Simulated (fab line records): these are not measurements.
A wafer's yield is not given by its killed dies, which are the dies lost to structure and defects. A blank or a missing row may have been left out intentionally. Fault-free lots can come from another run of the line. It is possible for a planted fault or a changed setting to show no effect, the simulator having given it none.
One fault through the eyes of 2 desks | flow n5 finfet | each desk has only its own numbers; what lay behind them comes last

## FOR THE TOOL OWNER'S DESK: rie diel-05
The tool's own readings at N5_BEOL_M11_TRENCH_ETCH_37 (etches SiCOH lowk in C4F6/O2, target depth 148.83 nm, time 48 s): means of the sampled wafers that have a number, for each lot that ran on this tool. Marked OUT: a lot whose mean sits more than 4 standard deviations from the usual mean, which makes it out of limits; the brackets give that distance.
Columns: A = C4F6_flow_sccm at N5_BEOL_M11_TRENCH_ETCH_37, usual 10.00 sccm; B = O2_flow_sccm at N5_BEOL_M11_TRENCH_ETCH_37, usual 9.995 sccm; C = drypump motor current A at N5_BEOL_M11_TRENCH_ETCH_37, usual 5.9 A; D = oes product au at N5_BEOL_M11_TRENCH_ETCH_37, usual 0.82 a.u.; E = rf vpp V at N5_BEOL_M11_TRENCH_ETCH_37, usual 658 V; F = showerhead plenum p Torr at N5_BEOL_M11_TRENCH_ETCH_37, usual 2.85 Torr; G = throttle valve pct at N5_BEOL_M11_TRENCH_ETCH_37, usual 20.87 %
lot  | first seen here | A     | B      | C   | D    | E   | F    | G
L458 | day 10 06:44    | 9.98  | 10.013 | 5.9 | 0.80 | 646 | 2.76 | 20.85
L459 | day 10 19:46    | 10.00 | 10.010 | 6.4 | 0.84 | 653 | 2.77 | 20.87
L467 | day 13 02:22    | 9.95  | 9.983  | 6.4 | 0.73 | 661 | 2.74 | 20.81
L469 | day 13 12:02    | 10.02 | 10.004 | 5.8 | 0.68 | 657 | 2.79 | 20.83
L481 | day 16 22:31    | 10.05 | 9.984  | 5.9 | 0.82 | 651 | 2.80 | 20.80
Result from this desk: across the 5 lots, nothing is out of limits.

## FROM THE METROLOGY DESK
What the gauges read for every lot (on any tool): the sampled wafers with a number, averaged. Marked OUT: a lot whose mean sits more than 4 standard deviations from the usual mean, which makes it out of limits; the brackets give that distance. 7 of its 25 readings are shown: the first one out of limits and those lying furthest out on some lot.
Columns: A = trench depth nm at N5_BEOL_M11_OCD_MEAS_38, usual 147.7 nm; B = M11_THK at N5_BEOL_M11_THK_MEAS_53, usual 140 nm; C = M11_RS at N5_BEOL_M11_RS_MEAS_57, usual 0.153 ohm/sq; D = COMB_M10 at N5_BEOL_M15_RC_MEAS_101, usual 1.46e-11 S/m; E = COMB_M9 at N5_BEOL_M15_RC_MEAS_101, usual 1.46e-11 S/m; F = SERP_M11 at N5_BEOL_M15_RC_MEAS_101, usual 3.09 ohm/um; G = SERP_M11_max_site at N5_BEOL_M15_RC_MEAS_101, usual 3.19 ohm/um
lot  | first seen here | A                | B              | C                | D        | E        | F               | G
L460 | day 10 06:39    | 150.1            | 142            | 0.148            | 1.48e-11 | 1.60e-11 | 2.98            | 3.07
L458 | day 10 06:56    | 148.0            | 141            | 0.152            | 1.20e-11 | 1.40e-11 | 3.05            | 3.18
L461 | day 10 19:10    | 149.8            | 141            | 0.150            | 1.34e-11 | 1.68e-11 | 3.03            | 3.11
L459 | day 10 19:56    | 147.1            | 140            | 0.152            | 1.66e-11 | 1.74e-11 | 3.15            | 3.22
L467 | day 13 02:34    | 128.0 (-6.8) OUT | 121 (-5.3) OUT | 0.191 (+9.8) OUT | 1.19e-11 | 1.58e-11 | 3.91 (+8.7) OUT | 3.97 (+8.2) OUT
L469 | day 13 12:13    | 128.8 (-6.5) OUT | 119 (-5.9) OUT | 0.193 (+10) OUT  | 1.36e-11 | 1.64e-11 | 3.93 (+8.9) OUT | 4.10 (+9.4) OUT
L473 | day 14 06:14    | 147.2            | 140            | 0.153            | 1.40e-11 | 2.03e-11 | 3.08            | 3.15
L474 | day 14 21:32    | 151.9            | 146            | 0.147            | 1.82e-11 | 1.26e-11 | 2.99            | 3.09
L480 | day 15 20:59    | 149.1            | 141            | 0.151            | 1.45e-11 | 1.34e-11 | 3.02            | 3.13
L478 | day 16 02:48    | 146.5            | 140            | 0.154            | 1.36e-11 | 1.15e-11 | 3.11            | 3.22
L479 | day 16 03:16    | 150.2            | 143            | 0.149            | 1.00e-11 | 1.04e-11 | 2.96            | 3.07
L481 | day 16 22:42    | 147.1            | 137            | 0.154            | 1.75e-11 | 1.11e-11 | 3.14            | 3.24
Finding of this desk: L467, L469 out of limits; the first was L467 at day 13 02:34, on trench depth nm at N5_BEOL_M11_OCD_MEAS_38. L460, L458, L461, L459, L473, L474, L480, L478, L479, L481: within limits.

## BROUGHT TOGETHER
At day 13 02:34 the metrology desk could have sounded an alarm, on L467, L469.
Nothing out of limits was seen by the tool owner's desk.
Tool owner's desk: L467, L469 on record, inside its limits.
N5_BEOL_M11_TRENCH_ETCH_37 was run on rie diel-05 by each of the lots named.

## WHAT THE SIMULATOR HAD INSERTED
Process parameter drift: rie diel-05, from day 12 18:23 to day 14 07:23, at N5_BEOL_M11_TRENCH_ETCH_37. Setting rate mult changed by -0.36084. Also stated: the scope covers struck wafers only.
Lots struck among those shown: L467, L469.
Per desk, hours elapsed from the start of the fault to the first reading out of limits: for the metrology desk, 8.
